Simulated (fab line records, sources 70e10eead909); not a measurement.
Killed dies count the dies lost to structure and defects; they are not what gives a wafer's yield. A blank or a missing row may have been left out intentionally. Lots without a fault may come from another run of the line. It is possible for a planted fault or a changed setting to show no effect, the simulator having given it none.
Which tool did it? | flow nandHarc | 15 lots, 45 wafers sampled, at 3 steps of a route of 1302

## WHAT THE GAUGES READ, wafer by wafer
NHARC_P_M0_INSPECT_27.
lot  | measured     | on               | rawDefectCount
L241 | day 6 14:16  | defectInspect-01 | 121 204 215
L242 | day 6 15:24  | defectInspect-02 | 156 162 298
L245 | day 7 22:53  | defectInspect-02 | 209 233 278
L244 | day 7 23:12  | defectInspect-02 | 347 371 223
L246 | day 8 11:43  | defectInspect-02 | 166 224 100
L247 | day 9 03:08  | defectInspect-01 | 188 205 147
L249 | day 9 16:26  | defectInspect-02 | 164 258 203
L250 | day 9 23:25  | defectInspect-02 | 418 213 210
L252 | day 10 23:40 | defectInspect-02 | 131 226 339
L253 | day 11 00:07 | defectInspect-01 | 231 227 191
L254 | day 12 02:14 | defectInspect-01 | 237 342 409
L261 | day 14 14:00 | defectInspect-01 | 442 323 394
L262 | day 15 05:14 | defectInspect-01 | 269 318 438
L263 | day 15 09:35 | defectInspect-01 | 188 140 103
L264 | day 15 14:02 | defectInspect-01 | 280 243 259

## EACH LOT AND THE TOOL THAT RAN IT (in order: tool; ch and the chambers of the sampled wafers; start)
lot  | NHARC_P_M0_DEGAS_28         | NHARC_P_M0_ANNEAL_30
L241 | pvdSputter-01, day 6 12:42  | rtpAnneal-02 ch 0, day 6 13:26
L242 | pvdSputter-03, day 6 13:49  | rtpAnneal-01 ch 0, day 6 14:35
L245 | pvdSputter-01, day 7 21:19  | rtpAnneal-01 ch 0, day 7 22:08
L244 | pvdSputter-02, day 7 21:26  | rtpAnneal-02 ch 0, day 7 22:23
L246 | pvdSputter-01, day 8 10:11  | rtpAnneal-01 ch 0, day 8 10:55
L247 | pvdSputter-01, day 9 01:34  | rtpAnneal-01 ch 0, day 9 02:25
L249 | pvdSputter-03, day 9 14:51  | rtpAnneal-01 ch 0, day 9 15:37
L250 | pvdSputter-03, day 9 21:52  | rtpAnneal-01 ch 0, day 9 22:36
L252 | pvdSputter-02, day 10 22:05 | rtpAnneal-01 ch 0, day 10 22:53
L253 | pvdSputter-01, day 10 22:32 | rtpAnneal-02 ch 0, day 10 23:22
L254 | pvdSputter-02, day 12 00:35 | rtpAnneal-01 ch 0, day 12 01:25
L261 | pvdSputter-03, day 14 12:23 | rtpAnneal-02 ch 0, day 14 13:11
L262 | pvdSputter-02, day 15 03:39 | rtpAnneal-01 ch 0, day 15 04:25
L263 | pvdSputter-01, day 15 08:02 | rtpAnneal-01 ch 0, day 15 08:49
L264 | pvdSputter-02, day 15 12:29 | rtpAnneal-01 ch 0, day 15 13:13
- NHARC_P_M0_DEGAS_28: time 60 s.
- NHARC_P_M0_ANNEAL_30: time 90 s.

## AS READ BY THE TOOLS THEMSELVES (means over the sampled wafers that have a number; for cases with no such wafer, the mark the record gives instead)
NHARC_P_M0_DEGAS_28.
lot  | tool          | heaterPowerW (W)
L241 | pvdSputter-01 | 354
L242 | pvdSputter-03 | 315
L245 | pvdSputter-01 | 338
L244 | pvdSputter-02 | 341
L246 | pvdSputter-01 | 340
L247 | pvdSputter-01 | 323
L249 | pvdSputter-03 | 345
L250 | pvdSputter-03 | 325
L252 | pvdSputter-02 | 337
L253 | pvdSputter-01 | 335
L254 | pvdSputter-02 | 327
L261 | pvdSputter-03 | 317
L262 | pvdSputter-02 | 317
L263 | pvdSputter-01 | 335
L264 | pvdSputter-02 | 313

NHARC_P_M0_ANNEAL_30.
lot  | tool         | wafer_temp_C_max
L241 | rtpAnneal-02 | 226.40
L242 | rtpAnneal-01 | 226.23
L245 | rtpAnneal-01 | 226.11
L244 | rtpAnneal-02 | 226.47
L246 | rtpAnneal-01 | 225.93
L247 | rtpAnneal-01 | 225.90
L249 | rtpAnneal-01 | 225.97
L250 | rtpAnneal-01 | 225.90
L252 | rtpAnneal-01 | 226.11
L253 | rtpAnneal-02 | 226.02
L254 | rtpAnneal-01 | 226.38
L261 | rtpAnneal-02 | 226.33
L262 | rtpAnneal-01 | 226.45
L263 | rtpAnneal-01 | 226.01
L264 | rtpAnneal-01 | 226.15

## THE ANSWER, worked out from the rows above alone
Rule: the usual values come from the lots themselves. The widest of any qualifying gaps counts: lots, ordered by their means at a reading, are off when they make up no more than a third of the lots, leave a main group of 4 or more, and stand apart from it by 3 or more times the standard deviation of that group's means. A main group is skipped when, at the precision printed for the reading in the tables above, its means are all equal. A lot without any number at a reading at which 4 lots or more have one is off too. Any other lot the step has rows for is counted as sound. The gauges are gone through in route order, then the tools' own readings, and for those a lot's mean is taken as printed above. The first step at which some lot is off is used, and at that step the reading that is off furthest; a lot without a number counts as furthest.
No lot is off on any of the readings shown, so nothing can be concluded from this.

## WHAT HAD BEEN PUT IN BY THE SIMULATOR
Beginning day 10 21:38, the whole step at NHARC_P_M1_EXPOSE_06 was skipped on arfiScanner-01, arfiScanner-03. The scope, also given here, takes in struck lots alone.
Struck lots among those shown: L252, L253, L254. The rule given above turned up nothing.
